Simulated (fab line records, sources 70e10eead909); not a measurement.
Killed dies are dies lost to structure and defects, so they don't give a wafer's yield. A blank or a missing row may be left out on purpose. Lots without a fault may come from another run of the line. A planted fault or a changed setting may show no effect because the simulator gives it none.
A struck lot beside a sound one | flow nand_harc | 14 steps out of a route of 1302
Sound: wafers L427.1, L427.4, L427.5. Struck: wafers L422.1, L422.4, L422.6. The cause comes at the end.
At each step with rows: each side's tool, then ch and its chambers, then its first start. Under that, the readings that differ: sound wafers | struck wafers | difference of the means | sigmas: that difference in standard deviations of wafers without a fault.
alike: readings whose means differ by less than 2 such deviations, and words and numbers that are the same on both sides. not compared: withheld readings, readings that some wafer has no value for, bounds like >300 that may hide the same value, and numbers for which the record gives no deviation and whose values overlap.
The two part at a step that has a row with sigmas, a row that says differs or no value, or rows on one side only. Numbers that don't overlap but have no deviation are shown without sigmas and don't part them. A reading that every wafer of one side lacks parts them only if that side has two wafers or more.

first, 4 steps without rows for these wafers: NHARC_A_CONTACT_EBR_04; NHARC_A_CONTACT_EXPOSE_05 (exposes mask A CC); NHARC_A_CONTACT_PEB_06 (peb time 65 s); NHARC_A_CONTACT_DEVELOP_07 (develop time 35 s).
NHARC_A_CONTACT_CD_MEAS_08: target cd 200 nm.
  sound on cd_sem-02 ch 0, day 28 07:04; struck on cd_sem-03 ch 0, day 26 17:22
  alike: cd_nm
NHARC_A_CONTACT_OVL_MEAS_09:
  sound on overlay-02, day 28 07:09; struck on overlay-02, day 26 17:27
  alike: overlay_x_nm, overlay_y_nm
NHARC_A_CONTACT_INSPECT_10:
  sound on defect_inspect-02, day 28 07:11; struck on defect_inspect-02, day 26 17:29
  reading          | sound    | struck   | difference | sigmas
  raw_defect_count | 25 19 19 | 86 93 94 | +70        | +2
then, 1 step without rows for these wafers: NHARC_A_CONTACT_DESCUM_13 (chemistry O2, time 3 s).
NHARC_A_CONTACT_ETCH_88: etches the open film in CF4, target depth 39 nm, time 65 s.
  sound on rie_diel-13 ch 0,1,3, day 28 07:20; struck on rie_diel-13 ch 0,1, day 26 17:38
  alike: bias_w, cf4_flow_sccm, drypump_motor_current_A, mfc_ar_sccm, oes_product_au, rf_vpp_V, showerhead_plenum_p_Torr, throttle_valve_pct
  not compared: rf_hours_counter_h
NHARC_A_CONTACT_ETCH_89: etches the open film in N2/H2, target depth 260 nm, time 475.3 s.
  sound on rie_diel-13 ch 1,2,3; struck on rie_diel-13 ch 2,3
  alike: bias_w, chamber_pressure_mTorr, drypump_motor_current_A, mfc_ar_sccm, oes_product_au, rf_vpp_V, showerhead_plenum_p_Torr, throttle_valve_pct
  not compared: rf_hours_counter_h
NHARC_A_CONTACT_ETCH_30: etches the open film in CF4/CHF3, target depth 72.6 nm, time 36.3 s.
  sound on rie_diel-13 ch 0,3; struck on rie_diel-13 ch 1,3
  reading               | sound             | struck            | difference | sigmas
  oes_product_au (a.u.) | 0.915 0.929 0.916 | 0.971 0.963 0.964 | +0.046     | +3
  alike: bias_w, cf4_flow_sccm, chf3_flow_sccm, drypump_motor_current_A, mfc_ar_sccm, rf_vpp_V, showerhead_plenum_p_Torr, throttle_valve_pct
  not compared: rf_hours_counter_h
NHARC_A_CONTACT_ETCH_31: etches the open film in O2/COS, target depth 2800 nm, time 728 s.
  sound on rie_diel-13 ch 1,2; struck on rie_diel-13 ch 0,1,2
  alike: bias_w, chamber_pressure_mTorr, drypump_motor_current_A, mfc_ar_sccm, oes_product_au, rf_vpp_V, showerhead_plenum_p_Torr, throttle_valve_pct
  not compared: rf_hours_counter_h
NHARC_A_CONTACT_ETCH_134: etches the open film in C4F8/O2/Ar, time 140 s, target depth 700 nm.
  sound on har_cap_etch-03 ch 0,1, day 28 08:24; struck on har_cap_etch-01 ch 0,1, day 26 18:40
  no value came back on the struck wafers for chamber_pressure_mTorr (mTorr), oes_air_line_au (a.u.); on the sound wafers chamber_pressure_mTorr (mTorr) reads 19.983 19.981 19.998
  not compared: rf_hours_counter_h
NHARC_A_CONTACT_ETCH_135: etches the open film in C4F8/O2/Ar, time 311 s, target depth 1912 nm.
  sound on har_cap_etch-03 ch 0,1, day 28 08:37; struck on har_cap_etch-01 ch 0,1, day 26 18:52
  alike: chamber_pressure_mTorr, oes_air_line_au
  not compared: rf_hours_counter_h

WHERE THEY PART
First at NHARC_A_CONTACT_INSPECT_10; last, within this record, at NHARC_A_CONTACT_ETCH_134. Later steps at which nothing parts them and some readings are alike: NHARC_A_CONTACT_ETCH_135.

WHY: what the simulator had put in
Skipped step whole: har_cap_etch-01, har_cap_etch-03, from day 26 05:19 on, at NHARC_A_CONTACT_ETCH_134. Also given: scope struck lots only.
